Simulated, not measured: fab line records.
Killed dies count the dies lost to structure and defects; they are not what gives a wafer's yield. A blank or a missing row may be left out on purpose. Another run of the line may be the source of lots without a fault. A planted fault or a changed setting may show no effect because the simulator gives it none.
fab line records	flow n5Finfet
[record] lots = 9	wafers = 27	lastDay = 19
route steps=1938 shown BEOL_M0@726 MIM_TOP_LITHO@1850 PASSIVATION@1908
lots untouched by any fault: they come from a run of this same line in which no faults occurred
startH: the number of hours between the record's first day and the start of the first shown wafer of the lot	waitH: how many hours have passed since the lot's step before this one	" same as the row above	L1.1+2: a single row standing in for several wafers	- no value present, or no start provided	* or withheld: withheld	< > ~ a bound
route shown NAME@n: a module of which the file shows steps, and the number in the route of the first	usual: average and standard deviation across the fault-free wafers	same: alike in all rows	chamber/n: place in a boat	sites: the reading at each site	_std_site: standard deviation across them	_edge_site: the outer-site mean with the inner-site mean subtracted	radiusMm: how far each site lies from the wafer's centre	mask NAME#n: copy n	behind: the most recent tool/chamber to have shaped the wafer	hold: the reason the lot was held/the length of the hold in hours/how it ended	device: the transistor (n, p or np) that didn't switch	end of line: tests run on the same wafers once the route is complete	a step given without rows: its recipe and nothing more	killed: not the wafer's yield, but the dies lost to structure and defects at the first sort	map: shows each die of a wafer: x if killed, . if not, _ if none is there
set.NAME: the setting as run; set.NAME@STEP: as run at that earlier step	model.NAME: the simulator's own value behind a step, which no gauge read
the route's steps for a sample of lots (tables are steps, rows are wafers)
services: the hour from which a tool's chamber was out of use, counted from the record's first day as startH (under 0 if before that day), plus the number of hours and why
[[steps]]
[step N5_BEOL_M0_ETCH_109]
[recipe] chemistry = CH3F/O2	targetDepthA = 80	overetchA = 24	target = SiCN	timeS = 27.4	ionEnergyEv = 120	pressureMtorr = 30	sourceW = 395	biasW = 75	Ar_flow_sccm = 150	CH3F_flow_sccm = 30	O2_flow_sccm = 20
[usual] drypumpMotorCurrentA = 5.8/0.37	oesProductAu = 0.68/0.063	rfFwdPowerW = 392.9/1.2	rfVppV = 297.7/2.1	showerheadPlenumPTorr = 2.02/0.098	throttleValvePct = 16.24/0.17
lot.wafer	tool	chamber	startH	waitH	drypumpMotorCurrentA	oesProductAu	rfFwdPowerW	rfHoursCounterH	rfVppV	showerheadPlenumPTorr	throttleValvePct
L743.2	rieDiel-05	1	134.47	0.4	5.4	0.66	392.5	124	294.9	1.85	16.43
L743.3	"	0	"	"	5.5	0.65	393.5	149	298.9	2.08	16.13
L743.6	"	0	"	"	5.5	0.66	394.1	-	298.2	2.08	16.14
L745.3	rieDiel-05	3	146.95	0.0	6.3	0.61	392.0	228	300.0	2.06	16.53
L745.4	"	0	"	"	5.5	0.66	394.4	155	298.2	2.08	16.13
L745.6	"	1	"	"	5.4	0.66	390.3	-	293.7	1.85	16.45
L746.1	rieDiel-02	0	152.72	0.0	5.3	0.73	393.7	29	299.7	2.12	15.98
L746.2	"	1	"	"	5.5	0.71	395.5	73	298.5	2.12	16.24
L746.6	"	0	"	"	5.3	0.75	394.7	-	300.2	2.12	16.01
L748.1	rieDiel-05	1	166.84	0.0	5.4	0.65	392.1	134	294.1	1.85	16.46
L748.2	"	0	"	"	5.5	0.65	392.4	161	299.2	2.08	16.15
L748.6	"	1	"	"	5.4	0.65	391.6	-	294.6	1.85	16.46
L751.1	rieDiel-04	3	193.58	0.4	6.0	0.62	393.7	204	296.6	1.97	16.25
L751.2	"	1	"	"	6.1	0.61	394.4	216	294.2	1.89	16.23
L751.6	"	2	"	"	6.1	0.74	391.0	-	295.6	1.95	16.43
L755.1	rieDiel-05	3	209.54	0.4	6.3	0.59	392.0	247	299.1	2.05	16.56
L755.2	"	2	"	"	5.8	0.76	393.4	21	299.7	2.14	16.20
L755.5	"	1	"	"	5.4	0.64	393.1	-	294.3	1.84	16.49
L757.3	rieDiel-05	2	214.92	0.0	5.8	0.76	391.7	23	300.8	2.14	16.18
L757.4	"	3	"	"	6.3	0.60	392.9	249	298.9	2.05	16.56
L757.5	"	0	"	"	5.5	0.64	394.2	-	299.0	2.07	16.17
L762.1	rieDiel-02	2	242.32	0.0	6.4	0.81	391.4	9	296.4	1.96	16.04
L762.2	"	0	"	"	5.3	0.69	389.8	61	298.7	2.11	16.04
L762.3	"	1	"	"	5.5	0.68	394.8	106	298.9	2.11	16.29
L763.2	rieDiel-04	0	252.09	0.0	6.4	0.73	391.8	70	299.0	2.11	16.06
L763.4	"	3	"	"	6.0	0.61	391.0	226	295.7	1.97	16.27
L763.6	"	2	"	"	6.1	0.71	393.6	-	296.3	1.94	16.47
[step N5_MIM_TOP_LITHO_DESCUM_10]
[recipe] chemistry = O2	timeS = 7.9	sourcePowerW = 50	biasPowerW = 20	pressureMtorr = 20	rfFrequencyHz = 2.712e+07	tempC = 40	o2FlowSccm = 225
[usual] drypumpMotorCurrentA = 5.8/0.38	oesProductAu = 0.79/0.078	rfFwdPowerW = 49.71/0.17	rfVppV = 243.5/1.9	showerheadPlenumPTorr = 2.11/0.11	throttleValvePct = 20.35/0.16
lot.wafer	tool	chamber	startH	waitH	drypumpMotorCurrentA	oesProductAu	rfFwdPowerW	rfHoursCounterH	rfVppV	showerheadPlenumPTorr	throttleValvePct
L745.3	rieDiel-02	3	298.23	0.2	5.9	0.70	49.80	229	244.1	2.15	20.30
L745.4	"	0	"	"	5.3	0.80	49.49	80	246.0	2.20	20.22
L745.6	"	2	"	"	6.4	0.91	49.72	-	241.7	2.04	20.23
L743.2	rieDiel-05	1	315.12	0.0	5.4	0.72	49.73	182	239.2	1.90	20.57
L743.3	"	0	"	"	5.5	0.72	49.93	205	243.0	2.16	20.29
L743.6	"	1	"	"	5.4	0.72	49.73	-	241.9	1.90	20.57
L746.1	rieDiel-05	1	324.35	0.0	5.4	0.73	49.70	185	240.7	1.90	20.57
L746.2	"	0	"	"	5.6	0.72	49.62	209	243.2	2.16	20.28
L746.6	"	2	"	"	5.8	0.83	49.82	-	247.2	2.22	20.36
L748.1	rieDiel-04	0	336.18	0.1	6.4	0.82	49.47	104	246.9	2.21	20.29
L748.2	"	2	"	"	6.1	0.80	49.83	115	241.7	2.01	20.60
L748.6	"	1	"	"	6.1	0.96	49.78	-	245.4	2.22	19.95
L751.1	rieDiel-05	2	363.92	0.2	5.8	0.81	49.66	78	245.4	2.21	20.39
L751.2	"	1	"	"	5.4	0.71	49.69	202	239.3	1.90	20.59
L751.6	"	0	"	"	5.6	0.71	49.84	-	244.0	2.15	20.32
L755.1	rieDiel-05	3	379.95	0.0	6.3	0.86	49.71	43	243.0	2.13	20.34
L755.2	"	1	"	"	5.4	0.70	49.76	208	238.3	1.89	20.61
L755.5	"	1	"	"	5.4	0.71	49.56	-	240.2	1.89	20.59
L757.3	rieDiel-04	2	398.15	0.9	6.1	0.78	49.86	137	241.6	2.00	20.65
L757.4	"	0	"	"	6.4	0.80	49.78	126	243.8	2.20	20.35
L757.5	"	0	"	"	6.4	0.80	49.67	-	243.9	2.20	20.35
L762.1	rieDiel-02	0	429.91	0.5	5.3	0.76	49.68	132	244.4	2.18	20.30
L762.2	"	1	"	"	5.5	0.74	49.60	172	242.4	2.17	20.47
L762.3	"	2	"	"	6.4	0.84	49.96	81	241.1	2.02	20.31
L763.2	rieDiel-02	0	437.02	0.1	5.3	0.74	49.56	136	244.7	2.18	20.30
L763.4	"	0	"	"	5.3	0.74	49.44	-	245.5	2.18	20.30
L763.6	"	2	"	"	6.4	0.83	49.71	-	242.3	2.02	20.31
[step N5_PASSIVATION_DESCUM_32]
[recipe] chemistry = O2	timeS = 7.9	sourcePowerW = 50	biasPowerW = 20	pressureMtorr = 20	rfFrequencyHz = 2.712e+07	tempC = 40	o2FlowSccm = 225
[usual] drypumpMotorCurrentA = 5.8/0.39	oesProductAu = 0.79/0.076	rfFwdPowerW = 49.68/0.15	rfVppV = 243.6/1.7	showerheadPlenumPTorr = 2.12/0.095	throttleValvePct = 20.34/0.15
lot.wafer	tool	chamber	startH	waitH	drypumpMotorCurrentA	oesProductAu	rfFwdPowerW	rfHoursCounterH	rfVppV	showerheadPlenumPTorr	throttleValvePct
L745.3	rieDiel-05	3	302.34	0.1	6.3	0.91	49.95	19	242.8	2.14	20.30
L745.4	"	1	"	"	5.4	0.73	49.52	178	240.6	1.90	20.55
L745.6	"	0	"	"	5.6	0.74	49.63	-	244.4	2.16	20.29
L743.2	rieDiel-02	3	319.27	0.1	5.9	0.69	49.81	235	245.2	2.15	20.30
L743.3	"	1	"	"	5.5	0.76	49.70	134	244.0	2.18	20.41
L743.6	"	1	"	"	5.5	0.76	49.79	-	244.2	2.18	20.40
L746.1	rieDiel-04	1	330.38	0.0	6.1	0.96	49.67	15	246.3	2.22	19.96
L746.2	"	2	"	"	6.1	0.79	49.42	112	242.8	2.01	20.59
L746.6	"	1	"	"	6.1	0.97	49.92	-	245.2	2.22	19.97
L748.1	rieDiel-05	1	340.58	0.0	5.4	0.72	49.77	191	239.5	1.90	20.58
L748.2	"	2	"	"	5.8	0.83	49.81	67	245.4	2.21	20.37
L748.6	"	2	"	"	5.8	0.83	49.77	-	245.1	2.21	20.36
L751.1	rieDiel-02	2	369.47	0.0	6.4	0.87	49.60	55	241.8	2.03	20.27
L751.2	"	0	"	"	5.3	0.78	49.82	107	245.0	2.19	20.27
L751.6	"	2	"	"	6.4	0.87	49.63	-	242.6	2.03	20.28
L755.1	rieDiel-02	1	384.92	0.0	5.5	0.74	49.97	151	244.6	2.18	20.43
L755.2	"	2	"	"	6.4	0.86	49.62	59	242.2	2.03	20.27
L755.5	"	0	"	"	5.3	0.78	49.84	-	244.8	2.19	20.26
L757.3	rieDiel-04	3	404.63	0.0	6.0	0.91	49.63	23	243.6	2.05	20.12
L757.4	"	1	"	"	6.1	0.91	49.84	-	244.4	2.21	20.01
L757.5	"	3	"	"	6.0	0.91	49.67	-	242.6	2.05	20.11
L762.1	rieDiel-05	3	435.78	0.0	6.3	0.83	49.77	65	244.0	2.13	20.39
L762.2	"	2	"	"	5.8	0.78	49.61	104	244.0	2.20	20.43
L762.3	"	1	"	"	5.4	0.69	49.67	227	239.3	1.89	20.65
L763.2	rieDiel-04	3	443.26	0.0	6.0	0.88	49.81	38	242.2	2.05	20.14
L763.4	"	1	"	"	6.1	0.88	49.64	59	244.7	2.21	20.05
L763.6	"	1	"	"	6.1	0.89	49.58	-	245.5	2.21	20.03
[step N5_PASSIVATION_PASS_ETCH_47]
[recipe] chemistry = CF4/O2	target = SiNx	targetDepthA = 7700	timeS = 385	ionEnergyEv = 100	pressureMtorr = 40	sourceW = 535	biasW = 49	Ar_flow_sccm = 100	cf4FlowSccm = 100	O2_flow_sccm = 10
[usual] cf4FlowSccm = 100.01/0.27	drypumpMotorCurrentA = 5.9/0.37	oes_f_703_au = 0.80/0.079	oesProductAu = 0.80/0.077	rfFwdPowerW = 534.0/1.7	rfVppV = 241.7/1.6	showerheadPlenumPTorr = 2.23/0.099	throttleValvePct = 15.80/0.22
lot.wafer	tool	chamber	startH	waitH	cf4FlowSccm	drypumpMotorCurrentA	oes_f_703_au	oesProductAu	rfFwdPowerW	rfHoursCounterH	rfVppV	showerheadPlenumPTorr	throttleValvePct
L745.3	rieDiel-05	0	304.36	0.0	100.23	5.4	0.74	0.73	537.4	201	242.0	2.27	15.78
L745.4	"	1	"	"	99.84	5.4	0.71	0.72	534.3	178	239.1	2.03	16.09
L745.6	"	3	"	"	99.68	6.3	0.92	0.91	534.8	-	239.5	2.25	15.66
L743.2	rieDiel-04	2	321.21	0.0	100.00	6.1	0.80	0.80	534.1	107	240.2	2.14	16.10
L743.3	"	1	"	"	99.69	6.1	0.96	0.97	533.3	10	240.9	2.34	15.40
L743.6	"	0	"	"	100.01	6.4	0.83	0.83	534.9	-	242.2	2.32	15.70
L746.1	rieDiel-02	2	332.28	0.0	99.47	6.4	0.88	0.88	533.7	41	241.2	2.15	15.68
L746.2	"	0	"	"	99.71	5.3	0.78	0.78	535.0	93	240.7	2.31	15.64
L746.6	"	2	"	"	99.61	6.4	0.88	0.89	534.9	-	243.8	2.15	15.66
L748.1	rieDiel-05	0	342.88	0.0	100.41	5.5	0.73	0.72	535.3	216	242.1	2.26	15.82
L748.2	"	2	"	"	100.07	5.8	0.82	0.82	534.5	68	243.5	2.33	15.81
L748.6	"	1	"	"	99.74	5.4	0.71	0.72	534.0	-	240.5	2.03	16.13
L751.1	rieDiel-05	1	371.37	0.0	100.10	5.4	0.70	0.71	535.3	205	240.1	2.02	16.16
L751.2	"	3	"	"	100.12	6.3	0.89	0.87	538.1	40	241.7	2.24	15.72
L751.6	"	3	"	"	100.34	6.3	0.89	0.87	537.9	-	239.1	2.24	15.72
L755.1	rieDiel-05	2	387.33	0.0	99.90	5.8	0.80	0.81	533.6	86	244.5	2.32	15.85
L755.2	"	3	"	"	100.01	6.3	0.87	0.86	534.3	45	239.8	2.24	15.72
L755.5	"	1	"	"	99.42	5.4	0.69	0.70	534.4	-	242.1	2.02	16.16
L757.3	rieDiel-04	2	406.43	0.0	99.91	6.1	0.76	0.77	534.9	140	241.9	2.13	16.17
L757.4	"	2	"	"	100.07	6.1	0.76	0.77	534.2	-	241.4	2.13	16.17
L757.5	"	3	"	"	99.63	5.9	0.90	0.89	535.4	-	242.9	2.15	15.46
L762.1	rieDiel-05	1	437.70	0.0	100.21	5.4	0.67	0.69	532.6	228	239.5	2.02	16.20
L762.2	"	2	"	"	99.64	5.8	0.78	0.79	535.3	105	243.2	2.31	15.89
L762.3	"	3	"	"	99.87	6.3	0.84	0.84	534.6	66	239.8	2.23	15.77
L763.2	rieDiel-02	1	445.79	0.0	99.98	5.5	0.73	0.72	533.9	180	243.0	2.29	16.01
L763.4	"	2	"	"	99.97	6.4	0.83	0.83	533.0	-	242.7	2.13	15.76
L763.6	"	1	"	"	99.77	5.5	0.72	0.73	531.6	-	243.7	2.29	16.01
[step N5_PASSIVATION_PROBE_49]
[usual] defectLimitedYield = 91.0/1.5	killed_at_M0_to_M3 = 37/12	killed_at_M4_up = 13/5	killedAtContacts = 13/6.1	killedAtFrontEnd = 39/11	killedAtOther = 4/3.2	killedDies = 106/17	killedOnRim = 13/4.2	killedOpen = 69/12	killedShort = 35/7.9	sort_bin_4_leakage = 0.00/0.007	sort_bin_5_function = 5.3/1	sort_bin_6_memory = 3.3/0.68	sortNPass = 1074/17	sortYieldPct = 91.0/1.5
[same] grossDies = 1180	killedAtBackSide = 0	sort_bin_8_speed[%] = 0
lot.wafer	tool	chamber	startH	waitH	defectLimitedYield[%]	killed_at_M0_to_M3	killed_at_M4_up	killedAtContacts	killedAtFrontEnd	killedAtOther	killedDies	killedOnRim	killedOpen	killedShort	sort_bin_4_leakage[%]	sort_bin_5_function[%]	sort_bin_6_memory[%]	sortNPass	sortYieldPct[%]
L755.1	prober-01	-	390.37	0.0	88.6	56	16	8	45	9	134	22	79	52	0	7.0	3.7	1046	88.6
L755.2	prober-01	-	390.42	0.1	81.7	152	14	14	30	6	216	13	57	35	0	11.9	4.4	964	81.7
L755.5	prober-01	-	390.57	0.2	91.1	37	14	10	38	6	105	19	63	39	0	5.1	3.5	1075	91.1
L757.3	prober-02	-	409.56	0.1	82.7	143	9	7	43	2	204	21	57	23	0	11.5	3.6	976	82.7
L757.4	prober-02	-	409.61	0.2	93.6	19	16	5	32	4	76	8	52	22	0	3.5	2.8	1104	93.6
L757.5	prober-02	-	409.66	0.2	90.0	46	21	14	34	3	118	13	79	38	0	6.1	3.5	1062	90.0
// killed by level:class
L755.1 FIN_SAQP:geometricParticle:open=14 BEOL_M2:geometricParticle:open=14 BEOL_M0_SAQP:geometricParticle:short=13 FIN_SAQP:geometricParticle:short=9 BEOL_M0_SAQP:geometricParticle:open=9 BEOL_M3:geometricParticle:open=8 STI_FIN_REVEAL:geometricParticle:open=5 BEOL_M0:geometricParticle:short=5
L755.2 BEOL_M0:unspecified=122 MOL_CONTACT_COAG:geometricParticle:open=13 BEOL_M0_SAQP:geometricParticle:short=10 FIN_SAQP:geometricParticle:short=7 BEOL_M1:geometricParticle:open=5 BEOL_M4:geometricParticle:open=5 STI_FIN_REVEAL:geometricParticle:open=4 ILD0:geometricParticle:open=4
L755.5 FIN_SAQP:geometricParticle:short=12 BEOL_M2:geometricParticle:open=11 MOL_CONTACT_COAG:geometricParticle:open=8 BEOL_M0_SAQP:geometricParticle:open=7 BEOL_M1:geometricParticle:open=7 FIN_SAQP:geometricParticle:open=5 GATE_CUT:geometricParticle:short=5 BEOL_M4:geometricParticle:short=4
L757.3 BEOL_M0:unspecified=121 STI_FIN_REVEAL:geometricParticle:open=10 FIN_SAQP:geometricParticle:open=8 BEOL_M2:geometricParticle:open=7 DUMMY_GATE:geometricParticle:open=6 MOL_CONTACT_COAG:geometricParticle:open=5 BEOL_M3:geometricParticle:open=4 BEOL_M4:geometricParticle:open=4
L757.4 BEOL_M4:geometricParticle:open=12 STI_FIN_REVEAL:geometricParticle:open=10 BEOL_M2:geometricParticle:open=7 BEOL_M0_SAQP:geometricParticle:open=6 FIN_SAQP:geometricParticle:short=5 STARTING-WAFER:geometricParticle:short=4 MOL_CONTACT_COAG:geometricParticle:open=4 BEOL_M0_SAQP:geometricParticle:short=3
L757.5 BEOL_M0_SAQP:geometricParticle:open=14 BEOL_M4:geometricParticle:open=13 MOL_CONTACT_COAG:geometricParticle:open=12 BEOL_M0_SAQP:geometricParticle:short=10 BEOL_M2:geometricParticle:open=9 STI_FIN_REVEAL:geometricParticle:open=8 BEOL_M3:geometricParticle:open=6 FIN_SAQP:geometricParticle:short=4
[[services]]
tool	chamber	startH	hours	kind
rieDiel-02	2	113.74	6.6	repair
rieDiel-02	2	193.76	-	clean
rieDiel-02	2	193.76	-	consumableReplace:focusRing
rieDiel-02	2	193.76	21.7	scheduledDown
rieDiel-02	2	193.76	21.7	ventCycle
rieDiel-05	3	226.36	1.8	repair
rieDiel-05	3	228.48	-	clean
rieDiel-05	3	228.48	-	consumableReplace:focusRing
rieDiel-05	3	228.48	13.1	scheduledDown
rieDiel-05	3	228.48	13.1	ventCycle
rieDiel-05	0	267.67	7.6	repair
rieDiel-04	1	277.22	-	clean
rieDiel-04	1	277.22	-	consumableReplace:focusRing
rieDiel-04	1	277.22	-	consumableReplace:showerhead
rieDiel-04	1	277.22	13.6	scheduledDown
rieDiel-04	1	277.22	13.6	ventCycle
rieDiel-02	3	321.37	8.5	repair
rieDiel-04	3	323.22	-	clean
rieDiel-05	3	337.33	15.2	repair
rieDiel-02	1	356.92	13.5	repair
rieDiel-04	0	404.31	19.7	repair
rieDiel-05	0	431.98	-	clean
rieDiel-05	0	431.98	-	consumableReplace:esc
rieDiel-05	0	431.98	-	consumableReplace:focusRing
[[key]]
[firstSign] step = N5_PASSIVATION_PROBE_49	reading = killed_at_M0_to_M3	direction = up	sigmas = 9.3	usual = 37	struck = 148
[effect] step = N5_PASSIVATION_PROBE_49	reading = killedDies	direction = up	sigmas = 6.1	usual = 106	struck = 210
[moreKillsBornAt] N5_BEOL_M0_ETCH_109@rieDiel-05 = 243
metAt N5_BEOL_M0_ETCH_109
struckLots L755,L757
struckWafers L755.2,L757.3
notActingAt N5_MIM_TOP_LITHO_DESCUM_10,N5_PASSIVATION_DESCUM_32,N5_PASSIVATION_PASS_ETCH_47
[fault] kind = chamberParticleSource	tool = rieDiel-05	chamber = 2	onsetH = 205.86	steps = N5_BEOL_M0_ETCH_109	ratePerVisitCm2 = 0.73669	endH = 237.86
